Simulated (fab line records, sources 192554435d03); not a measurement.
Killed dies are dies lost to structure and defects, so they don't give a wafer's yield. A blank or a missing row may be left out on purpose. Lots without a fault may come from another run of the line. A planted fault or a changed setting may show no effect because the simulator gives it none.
fab line records | flow n5_finfet
record lots=5 wafers=15 last_day=16
route steps=1938 shown MIM_BOT_ETCH@1868 PASS1_CAP@1873 TV_LITHO@1875
lots that met no fault: from a run of the same line without faults
start_h: hours from the record's first day to the start of the lot's first wafer shown | wait_h: hours since the lot's step before | " the same as in the row above | L1.1+2: a row that stands for several wafers | - no value, or no start given | * or withheld: withheld | < > ~ a bound
route shown NAME@n: a module of which the file shows steps, and the number in the route of the first | usual: mean/standard deviation of fault-free wafers | same: alike in all rows | chamber/n: place in a boat | sites: the reading at each site | _std_site: their standard deviation | _edge_site: outer sites' mean less inner sites' | radius_mm: how far each site lies from the wafer's centre | mask NAME#n: copy n | behind: the tool/chamber that last shaped the wafer | hold: why the lot was held/for how many hours/how that ended | device: the transistor (n, p or np) that didn't switch | end of line: the same wafers' tests at the end of the route | a step without rows: its recipe alone | killed: dies lost to structure and defects at the first sort, not the wafer's yield | map: a wafer's dies, x killed, . not, _ none there
set.NAME: the setting as run; set.NAME@STEP: as run at that earlier step | model.NAME: the simulator's own value behind a step, which no gauge read
lots at some steps of the route; a table a step, a row a wafer
services: from which hour (start_h, from the record's first day; less than 0 if before it) a tool's chamber was out of use, for how many hours, and why
## steps
# step N5_MIM_BOT_ETCH_ETCH_00
# recipe chemistry=Cl2/BCl3 target=TiN target_depth_a=455 ion_energy_ev=150 pressure_mtorr=10 icp_w=1000 bias_w=126 Cl2_flow_sccm=53.25 bcl3_flow_sccm=21.75 Ar_flow_sccm=25
# usual drypump_motor_current_A=5.53/0.28 oes_product_au=0.81/0.038 throttle_valve_pct=22.03/0.15
# columns lot.wafer tool chamber start_h wait_h drypump_motor_current_A oes_product_au rf_hours_counter_h throttle_valve_pct
L075.2 rie_metal-02 1 265.88 0.1 5.60 0.77 49 21.89
L075.3 " 0 " " 5.43 0.84 - 22.01
L075.4 " 1 " " 5.58 0.77 - 21.88
L087.2 rie_metal-02 0 351.20 0.1 5.37 0.83 24 22.04
L087.3 " 1 " " 5.59 0.75 - 21.91
L087.6 " 0 " " 5.40 0.82 - 22.03
L090.1 rie_metal-02 1 361.51 0.1 5.57 0.75 57 21.92
L090.2 " 0 " " 5.38 0.81 25 22.06
L090.4 " 1 " " 5.58 0.75 - 21.91
L091.3 rie_metal-03 1 363.91 0.1 5.54 0.83 - 22.32
L091.4 " 0 " " 5.18 0.84 - 21.97
L091.5 " 1 " " 5.53 0.83 - 22.34
L094.3 rie_metal-03 1 386.20 0.1 5.53 0.82 - 22.34
L094.5 " 0 " " 5.18 0.84 - 21.99
L094.6 " 1 " " 5.51 0.82 - 22.34
# step N5_MIM_BOT_ETCH_STRIP_01
# recipe chemistry=O2 power_w=600 temp_c=60 pressure_mtorr=30 rf_frequency_hz=6e+07 bias_power_w=0 overash_fraction=0.5 o2_flow_sccm=225
# usual drypump_motor_current_A=5.7/0.33 oes_product_au=0.81/0.08 rf_vpp_V=3.7/1.3 showerhead_plenum_p_Torr=2.11/0.054 throttle_valve_pct=16.62/0.24
# columns lot.wafer tool chamber start_h wait_h drypump_motor_current_A oes_product_au rf_hours_counter_h rf_vpp_V showerhead_plenum_p_Torr throttle_valve_pct
L075.2 rie_diel-06 0 266.14 0.2 5.6 0.80 82 4.0 2.01 16.17
L075.3 " 2 " " 5.6 0.79 118 2.3 2.09 16.83
L075.4 " 1 " " 5.9 0.97 11 3.2 2.12 16.44
L087.2 rie_diel-01 2 351.34 0.1 5.8 0.86 52 1.6 2.21 16.80
L087.3 " 0 " " 5.1 0.79 99 3.1 2.13 16.69
L087.6 " 1 " " 5.6 0.97 - 3.0 2.16 16.72
L090.1 rie_diel-04 1 361.65 0.1 5.4 0.91 14 1.9 2.07 16.34
L090.2 " 3 " " 6.2 0.73 148 2.8 2.01 16.64
L090.4 " 0 " " 6.2 0.82 107 3.7 2.12 16.48
L091.3 rie_diel-01 0 364.11 0.2 5.1 0.79 104 5.0 2.13 16.63
L091.4 " 2 " " 5.8 0.84 57 6.7 2.20 16.76
L091.5 " 0 " " 5.1 0.79 - 3.5 2.13 16.71
L094.3 rie_diel-01 0 386.30 0.1 5.1 0.76 112 5.3 2.12 16.68
L094.5 " 0 " " 5.1 0.77 - 3.8 2.12 16.72
L094.6 " 3 " " 5.5 0.77 - 4.0 2.11 16.98
# step N5_MIM_BOT_ETCH_STRIP_02
# recipe chemistry=post_etch_residue_remover time_s=1200 temp_c=72.5
# columns lot.wafer tool chamber start_h wait_h
L075.2+3+4 wet_bench-04 4,6,2 266.20 -
L087.2+3+6 wet_bench-03 7,0,5 351.41 -
L090.1+2+4 wet_bench-03 0,7,2 361.71 -
L091.3+4+5 wet_bench-04 3,5,0 364.18 -
L094.3+5+6 wet_bench-04 2,3,0 386.38 -
# step N5_MIM_BOT_ETCH_CLEAN_05
# recipe chemistry=IPA time_s=180 temp_c=25
# columns lot.wafer tool chamber start_h wait_h
L075.2+3+4 wet_bench-04 4,6,2 266.54 0.0
L087.2+3+6 wet_bench-03 7,0,5 352.08 0.0
L090.1+2+4 wet_bench-03 0,7,2 362.38 0.0
L091.3+4+5 wet_bench-04 3,5,0 364.51 0.0
L094.3+5+6 wet_bench-04 2,3,0 386.74 0.0
# step N5_MIM_BOT_ETCH_SRD_06
# recipe dry=ipa_marangoni time_s=30 temp_c=23 rinse_liquid=diw
# columns lot.wafer tool chamber start_h wait_h
L075.2+3+4 wet_bench-04 4,6,2 266.59 0.0
L087.2+3+6 wet_bench-03 7,0,5 352.18 0.0
L090.1+2+4 wet_bench-03 0,7,2 362.49 0.0
L091.3+4+5 wet_bench-04 3,5,0 364.56 0.0
L094.3+5+6 wet_bench-04 2,3,0 386.80 0.0
# step N5_PASSIVATION_PECVD_55
# recipe material=SiO2 target_thk_a=4000 temp_c=400 precursor=SiH4/N2O pressure_torr=2.7 rf_w=608 time_s=22.5
# usual chamber_pressure_Torr=2.699/0.0057 heater_power_w=723/97 showerhead_plenum_p_Torr=8.14/0.13 throttle_valve_pct=52/3.1
# columns lot.wafer tool chamber start_h wait_h chamber_pressure_Torr heater_power_w showerhead_plenum_p_Torr throttle_valve_pct
L075.2 pecvd-04 2 266.64 0.0 2.696 679 8.09 56
L075.3 " 1 " " 2.702 805 8.25 51
L075.4 " 0 " " 2.696 756 8.17 52
L087.2 pecvd-04 2 352.24 0.0 2.710 735 8.09 57
L087.3 " 1 " " 2.702 677 8.23 51
L087.6 " 2 " " 2.707 744 8.10 57
L090.1 pecvd-04 2 362.55 0.0 2.705 754 8.08 57
L090.2 " 1 " " 2.691 717 8.26 51
L090.4 " 0 " " 2.702 917 8.18 52
L091.3 pecvd-02 0 364.61 0.0 2.700 688 8.16 55
L091.4 " 2 " " 2.700 648 8.21 47
L091.5 " 1 " " 2.701 593 8.11 54
L094.3 pecvd-01 0 386.85 0.0 2.701 648 8.40 52
L094.5 " 1 " " 2.700 895 7.98 50
L094.6 " 2 " " 2.704 713 7.88 48
# step N5_PASSIVATION_PECVD_01
# recipe material=SiNx target_thk_a=2000 temp_c=400 precursor=SiH4/NH3/N2 pressure_torr=4.9 rf_w=1406 time_s=43.2
# usual chamber_pressure_Torr=4.901/0.011 heater_power_w=447/91 showerhead_plenum_p_Torr=8.66/0.091 throttle_valve_pct=29.3/1.7
# columns lot.wafer tool chamber start_h wait_h chamber_pressure_Torr heater_power_w showerhead_plenum_p_Torr throttle_valve_pct
L075.2 pecvd-04 2 266.67 0.0 4.899 476 8.62 31.6
L075.3 " 1 " " 4.894 493 8.71 28.6
L075.4 " 0 " " 4.895 531 8.69 29.6
L087.2 pecvd-04 2 352.28 0.0 4.900 488 8.63 32.2
L087.3 " 1 " " 4.883 446 8.72 28.6
L087.6 " 2 " " 4.903 493 8.61 32.1
L090.1 pecvd-04 2 362.58 0.0 4.889 393 8.62 32.0
L090.2 " 1 " " 4.884 505 8.74 28.5
L090.4 " 0 " " 4.915 533 8.69 29.6
L091.3 pecvd-02 0 364.65 0.0 4.902 416 8.68 30.5
L091.4 " 2 " " 4.903 394 8.69 26.6
L091.5 " 1 " " 4.893 388 8.64 30.6
L094.3 pecvd-01 0 386.88 0.0 4.891 403 8.81 29.2
L094.5 " 1 " " 4.911 609 8.53 28.2
L094.6 " 2 " " 4.895 443 8.47 27.0
# step N5_PASSIVATION_HMDS_03
# recipe time_s=60 temp_c=120
# usual resist_line_temp_C=23.02/0.11
# columns lot.wafer tool chamber start_h wait_h resist_line_temp_C
L075.2 litho_track-03 0 267.86 1.2 22.95
L075.3 " 0 " " 23.14
L075.4 " 0 " " 22.94
L087.2 litho_track-03 0 352.37 0.1 23.00
L087.3 " 0 " " 23.06
L087.6 " 0 " " 23.08
L090.1 litho_track-02 0 363.55 0.9 22.99
L090.2 " 0 " " 23.08
L090.4 " 0 " " 23.00
L091.3 litho_track-05 0 365.52 0.8 22.97
L091.4 " 0 " " 22.88
L091.5 " 0 " " 22.98
L094.3 litho_track-05 0 387.19 0.3 23.01
L094.5 " 0 " " 23.02
L094.6 " 0 " " 22.96
# step N5_PASSIVATION_COAT_04
# recipe spin_rpm=* resist_thk_nm=*
# usual resist_line_temp_C=23.00/0.11
# columns lot.wafer tool chamber start_h wait_h resist_line_temp_C
L075.2 litho_track-03 0 - - 23.14
L075.3 " 0 " " 22.84
L075.4 " 0 " " 23.04
L087.2 litho_track-03 0 - - 22.96
L087.3 " 0 " " 22.99
L087.6 " 0 " " 22.91
L090.1 litho_track-02 0 - - 23.09
L090.2 " 0 " " 23.01
L090.4 " 0 " " 23.03
L091.3 litho_track-05 0 - - 23.01
L091.4 " 0 " " 23.03
L091.5 " 0 " " 23.16
L094.3 litho_track-05 0 - - 23.03
L094.5 " 0 " " 22.94
L094.6 " 0 " " 22.81
# step N5_PASSIVATION_EBR_06
# recipe solvent=PGMEA ebr_width_mm=1.5
# usual resist_line_temp_C=22.98/0.1
# columns lot.wafer tool chamber start_h wait_h resist_line_temp_C
L075.2 litho_track-03 0 - - 22.99
L075.3 " 0 " " 22.93
L075.4 " 0 " " 23.01
L087.2 litho_track-03 0 - - 22.86
L087.3 " 0 " " 23.02
L087.6 " 0 " " 23.02
L090.1 litho_track-02 0 - - 22.88
L090.2 " 0 " " 23.00
L090.4 " 0 " " 23.07
L091.3 litho_track-05 0 - - 23.11
L091.4 " 0 " " 22.87
L091.5 " 0 " " 23.01
L094.3 litho_track-05 0 - - 23.00
L094.5 " 0 " " 22.92
L094.6 " 0 " " 22.99
# step N5_PASSIVATION_SOFTBAKE_05
# recipe temp_c=100 time_s=90
# usual resist_line_temp_C=22.99/0.11
# columns lot.wafer tool chamber start_h wait_h resist_line_temp_C
L075.2 litho_track-03 0 - - 22.92
L075.3 " 0 " " 22.96
L075.4 " 0 " " 22.81
L087.2 litho_track-03 0 - - 23.11
L087.3 " 0 " " 22.90
L087.6 " 0 " " 22.99
L090.1 litho_track-02 0 - - 22.97
L090.2 " 0 " " 22.84
L090.4 " 0 " " 22.88
L091.3 litho_track-05 0 - - 22.89
L091.4 " 0 " " 22.89
L091.5 " 0 " " 22.86
L094.3 litho_track-05 0 - - 22.99
L094.5 " 0 " " 23.02
L094.6 " 0 " " 23.07
# step N5_PASSIVATION_EXPOSE_07
# recipe mask_id=TV na=0.55 source_shape=conventional sigma_outer=0.8 polarization=unpolarized defocus_nm=0 target_cd_nm=3000 dose_mj=22.75
# same sigma_outer=0.8
# columns lot.wafer tool chamber start_h wait_h mask
L075.2+3+4 krf_scanner-01 0 268.10 - TV#0
L087.2+3+6 krf_scanner-02 0 352.48 - TV#0
L090.1+2+4 krf_scanner-02 0 363.66 - TV#0
L091.3+4+5 krf_scanner-02 0 365.92 - TV#0
L094.3+5+6 krf_scanner-01 0 387.43 - TV#0
# step N5_PASSIVATION_PEB_08
# recipe peb_temp_c=withheld peb_time_s=*
# usual resist_line_temp_C=*
# same peb_time_s=*
# columns lot.wafer tool chamber start_h wait_h resist_line_temp_C
L075.2 litho_track-03 0 268.15 0.0 *
L075.3 " 0 " " *
L075.4 " 0 " " *
L087.2 litho_track-03 0 352.54 0.0 *
L087.3 " 0 " " *
L087.6 " 0 " " *
L090.1 litho_track-02 0 363.71 0.1 *
L090.2 " 0 " " *
L090.4 " 0 " " *
L091.3 litho_track-02 0 365.97 0.0 *
L091.4 " 0 " " *
L091.5 " 0 " " *
L094.3 litho_track-02 0 387.48 0.0 *
L094.5 " 0 " " *
L094.6 " 0 " " *
# step N5_PASSIVATION_DEVELOP_09
# recipe develop_time_s=60 rinse_liquid=diw dry=air_spin dev_temp_c=21
# usual resist_line_temp_C=23.00/0.11
# columns lot.wafer tool chamber start_h wait_h resist_line_temp_C
L075.2 litho_track-03 0 - - 23.06
L075.3 " 0 " " 23.02
L075.4 " 0 " " 23.09
L087.2 litho_track-03 0 - - 23.13
L087.3 " 0 " " 23.08
L087.6 " 0 " " 23.09
L090.1 litho_track-02 0 - - 23.14
L090.2 " 0 " " 22.86
L090.4 " 0 " " 23.00
L091.3 litho_track-02 0 - - 22.87
L091.4 " 0 " " 22.80
L091.5 " 0 " " 22.95
L094.3 litho_track-02 0 - - 22.87
L094.5 " 0 " " 23.01
L094.6 " 0 " " 22.91
# step N5_PASSIVATION_HARDBAKE_11
# recipe temp_c=130 time_s=120
# usual resist_line_temp_C=22.97/0.1
# columns lot.wafer tool chamber start_h wait_h resist_line_temp_C
L075.2 litho_track-03 0 - - 23.02
L075.3 " 0 " " 22.92
L075.4 " 0 " " 22.91
L087.2 litho_track-03 0 - - 22.93
L087.3 " 0 " " 22.86
L087.6 " 0 " " 22.90
L090.1 litho_track-02 0 - - 23.02
L090.2 " 0 " " 23.07
L090.4 " 0 " " 22.95
L091.3 litho_track-02 0 - - 23.06
L091.4 " 0 " " 22.82
L091.5 " 0 " " 23.05
L094.3 litho_track-02 0 - - 22.99
L094.5 " 0 " " 23.19
L094.6 " 0 " " 22.98
# step N5_PASSIVATION_CD_MEAS_10
# recipe target_cd_nm=3000 landing_energy_ev=500 detector=se_inlens
# usual cd_nm=3001/3.9
# same landing_energy_ev=500
# columns lot.wafer tool chamber start_h wait_h cd_nm
L075.2 cd_sem-03 0 268.27 - 2999
L075.3 " 0 " " 2999
L075.4 " 0 " " 2997
L087.2 cd_sem-03 0 352.66 - 2999
L087.3 " 0 " " 3003
L087.6 " 0 " " 3004
L090.1 cd_sem-03 0 363.83 - 2993
L090.2 " 0 " " 2999
L090.4 " 0 " " 2998
L091.3 cd_sem-01 0 366.09 - 2995
L091.4 " 0 " " 3004
L091.5 " 0 " " 2993
L094.3 cd_sem-01 0 387.60 - 3000
L094.5 " 0 " " 2996
L094.6 " 0 " " 3003
## services
# columns tool chamber start_h hours kind
rie_diel-06 3 242.09 1.5 repair
rie_diel-06 0 242.48 1.3 repair
rie_metal-02 1 247.14 1.0 repair
krf_scanner-02 - 248.43 1.3 repair
pecvd-02 0 251.39 5.1 repair
rie_metal-03 1 268.52 2.2 repair
rie_diel-04 0 276.72 15.8 repair
rie_metal-02 0 277.96 4.4 repair
krf_scanner-01 - 281.08 1.1 repair
krf_scanner-01 - 289.29 1.4 repair
rie_diel-04 3 290.02 5.1 repair
rie_diel-04 2 293.54 9.1 repair
pecvd-01 - 297.19 1.4 repair
krf_scanner-02 - 306.25 1.0 pm
krf_scanner-02 - 311.51 1.3 pm
pecvd-01 1 314.37 13.0 repair
krf_scanner-01 - 321.44 1.3 pm
rie_metal-02 1 338.72 3.2 repair
krf_scanner-02 - 339.54 0.9 repair
krf_scanner-02 - 344.31 0.3 repair
krf_scanner-02 - 362.31 0.8 repair
rie_diel-01 2 366.86 2.7 repair
krf_scanner-01 - 369.21 0.8 pm
krf_scanner-01 - 378.77 1.0 pm
## key
fault none
